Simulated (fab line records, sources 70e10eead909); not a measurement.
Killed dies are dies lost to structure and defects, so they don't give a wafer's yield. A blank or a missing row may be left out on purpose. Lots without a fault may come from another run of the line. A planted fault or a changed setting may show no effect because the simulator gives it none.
Which tool did it? | flow nand_harc | 7 lots, 21 wafers sampled, at 3 steps of a route of 1159

WHAT THE GAUGES READ, wafer by wafer
NHARC_A_M1_CD_MEAS_09: target cd 120 nm.
lot  | measured     | on        | cd_nm (nm)
L623 | day 18 02:07 | cd_sem-03 | 120.4 120.2 122.0
L626 | day 18 07:05 | cd_sem-02 | 119.9 119.1 119.2
L630 | day 20 00:02 | cd_sem-02 | 121.0 119.7 120.5
L634 | day 20 18:00 | cd_sem-02 | 120.4 119.7 120.2
L633 | day 21 02:18 | cd_sem-01 | 120.1 120.5 119.7
L643 | day 23 12:03 | cd_sem-02 | 120.3 120.2 119.7
L645 | day 24 05:26 | cd_sem-02 | 118.8 120.0 120.0

WHICH TOOL RAN EACH LOT (tool, then ch and the chambers of the sampled wafers, then the start)
lot  | NHARC_A_M0_PRE_CLEAN_31         | NHARC_A_M0_DEP_32
L623 | pecvd-02 ch 0,2, day 18 00:46   | pecvd-02 ch 0,2, day 18 00:50
L626 | pecvd-01 ch 1,2, day 18 05:46   | pecvd-01 ch 1,2, day 18 05:53
L630 | pecvd-02 ch 0,2, day 19 22:43   | pecvd-02 ch 0,2, day 19 22:48
L634 | pecvd-02 ch 0,1,2, day 20 16:39 | pecvd-02 ch 0,1,2, day 20 16:44
L633 | pecvd-02 ch 0,2, day 21 00:34   | pecvd-02 ch 0,2, day 21 00:40
L643 | pecvd-01 ch 0, day 23 10:34     | pecvd-01 ch 0, day 23 10:44
L645 | pecvd-03 ch 0,1,2, day 24 04:00 | pecvd-03 ch 0,1,2, day 24 04:07
- NHARC_A_M0_PRE_CLEAN_31: time 12 s.
- NHARC_A_M0_DEP_32: deposits SiCN, target thk 30 nm.

THE ANSWER, worked out from the rows above alone
Rule: what is usual is taken from the lots themselves. Put in order of their means at a reading, lots are off if they are a third of the lots or fewer, leave a main group of 4 or more, and stand apart from it by a gap of 3 or more times the standard deviation of the main group's means; of several such gaps the widest counts. A main group whose means are all the same, to the digits that the tables above print for the reading, isn't used. A lot without any number at a reading at which 4 lots or more have one is off too. The other lots that the step has rows for count as sound.
No lot is off at any reading shown: from this, nothing can be told.

WHAT THE SIMULATOR HAD PUT IN
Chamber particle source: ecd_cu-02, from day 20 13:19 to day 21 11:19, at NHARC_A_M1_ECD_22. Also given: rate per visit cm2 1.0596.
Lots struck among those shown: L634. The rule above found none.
